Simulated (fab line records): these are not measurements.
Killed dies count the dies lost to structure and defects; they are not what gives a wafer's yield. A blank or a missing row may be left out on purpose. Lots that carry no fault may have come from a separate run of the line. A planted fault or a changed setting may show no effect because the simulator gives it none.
One fault seen from 3 desks + flow n5_finfet + every desk sees just its own numbers, and what lay behind them comes last

## TOOL OWNER'S DESK, rie_si-05
The tool's own readings at N5_SD_EPI_N_SD_RECESS_17 (chemistry HBr/Cl2/O2, target depth 41 nm, time 23.7 s, bt time 3 s): means of the sampled wafers that have a number, for each lot that ran on this tool. Any lot whose mean is over 4 standard deviations away from the usual mean is out of limits and marked OUT; that distance is given in the brackets.
Columns: A = drypump_motor_current_A at N5_SD_EPI_N_SD_RECESS_17, usual 5.7 A; B = he_backside_leak_sccm at N5_SD_EPI_N_SD_RECESS_17, usual 2.8 sccm; C = oes_product_au at N5_SD_EPI_N_SD_RECESS_17, usual 1.005 a.u.; D = throttle_valve_pct at N5_SD_EPI_N_SD_RECESS_17, usual 37.00 %
| lot  | first seen here | A   | B   | C     | D     |
|------|-----------------|-----|-----|-------|-------|
| L397 | day 3 01:41     | 5.6 | 2.7 | 1.018 | 37.19 |
| L403 | day 5 05:24     | 5.8 | 2.8 | 1.015 | 37.10 |
| L406 | day 5 11:41     | 5.3 | 2.7 | 1.006 | 36.86 |
| L409 | day 6 02:56     | 5.8 | 2.8 | 1.009 | 37.10 |
| L410 | day 6 07:50     | 5.4 | 2.6 | 1.000 | 36.74 |
| L411 | day 6 12:44     | 5.8 | 2.8 | 1.020 | 37.09 |
| L413 | day 7 02:27     | 5.4 | 2.8 | 1.017 | 37.09 |
This desk found nothing out of limits on any of the 7 lots.

## THE DEFECT DESK
What the inspections along the route counted, lot by lot: means of the sampled wafers that have a number. Any lot whose mean is over 4 standard deviations away from the usual mean is out of limits and marked OUT; that distance is given in the brackets.
Columns: A = raw_defect_count at N5_BEOL_M4_INSPECT_59, usual 70
| lot  | first seen here | A   |
|------|-----------------|-----|
| L397 | day 10 17:32    | 51  |
| L400 | day 11 04:22    | 64  |
| L406 | day 11 18:14    | 58  |
| L407 | day 12 20:23    | 58  |
| L403 | day 13 03:08    | 101 |
| L410 | day 13 18:38    | 69  |
| L409 | day 14 01:13    | 67  |
| L411 | day 14 04:37    | 71  |
| L413 | day 14 10:10    | 92  |
This desk found nothing out of limits on any of the 9 lots.

## METROLOGY DESK
Lot by lot, what the gauges showed, no matter which tool ran the lot: averages of those sampled wafers that carry a number. Any lot whose mean is over 4 standard deviations away from the usual mean is out of limits and marked OUT; that distance is given in the brackets. Readings shown: 7 out of 16 (the first out of limits, and those lying furthest out on some lot).
Columns: A = CJ_N at N5_BEOL_M4_RC_MEAS_101, usual 4.34; B = IOFF_N at N5_BEOL_M4_RC_MEAS_101, usual 0.155 nA/um; C = IOFF_N_LONG at N5_BEOL_M4_RC_MEAS_101, usual 5.42e-05 nA/um; D = ION_N at N5_BEOL_M4_RC_MEAS_101, usual 673 uA/um; E = REXT_N at N5_BEOL_M4_RC_MEAS_101, usual 75.9 ohm.um; F = VT_N at N5_BEOL_M4_RC_MEAS_101, usual 250.7 mV; G = VT_N_LVT at N5_BEOL_M4_RC_MEAS_101, usual 99.2 mV
| lot  | first seen here | A              | B     | C        | D             | E               | F     | G     |
|------|-----------------|----------------|-------|----------|---------------|-----------------|-------|-------|
| L397 | day 10 17:33    | 4.21           | 0.147 | 5.37e-05 | 664           | 75.7            | 252.5 | 98.9  |
| L400 | day 11 04:32    | 4.34           | 0.174 | 5.82e-05 | 676           | 75.6            | 247.8 | 95.6  |
| L406 | day 11 18:16    | 4.36           | 0.151 | 5.18e-05 | 668           | 76.9            | 251.6 | 102.1 |
| L407 | day 12 20:25    | 4.21           | 0.141 | 5.05e-05 | 668           | 75.7            | 252.9 | 102.7 |
| L403 | day 13 03:10    | 4.37           | 0.179 | 5.04e-05 | 686           | 76.9            | 251.1 | 99.1  |
| L410 | day 13 18:49    | 4.35           | 0.164 | 5.43e-05 | 676           | 77.9            | 249.5 | 97.8  |
| L409 | day 14 01:33    | 4.33           | 0.140 | 5.31e-05 | 667           | 76.4            | 253.7 | 103.8 |
| L411 | day 14 04:57    | 2.67 (-24) OUT | 0.101 | 4.50e-05 | 578 (-11) OUT | 87.2 (+6.7) OUT | 258.0 | 108.3 |
| L413 | day 14 10:11    | 2.59 (-25) OUT | 0.095 | 4.58e-05 | 574 (-12) OUT | 84.1 (+4.8) OUT | 259.2 | 107.0 |
Finding of this desk: L411, L413 out of limits, first seen on L411 at day 14 04:57 (CJ_N at N5_BEOL_M4_RC_MEAS_101). L397, L400, L406, L407, L403, L410, L409: within limits.

## BROUGHT TOGETHER
On L411, L413, the metrology desk was in a position to raise an alarm at day 14 04:57.
Nothing out of limits was seen by the tool owner's desk.
Nothing out of limits was seen by the defect desk.
The tool owner's desk has L411, L413 on record, within its limits.
The defect desk has L411, L413 on record, within its limits.
On rie_si-05, each named lot ran N5_SD_EPI_N_SD_RECESS_17.

## WHAT THE SIMULATOR HAD INSERTED
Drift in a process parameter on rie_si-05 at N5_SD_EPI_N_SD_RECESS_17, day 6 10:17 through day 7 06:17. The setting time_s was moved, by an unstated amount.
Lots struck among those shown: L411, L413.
Per desk, hours elapsed from the start of the fault to the first reading out of limits: for the metrology desk, 187.
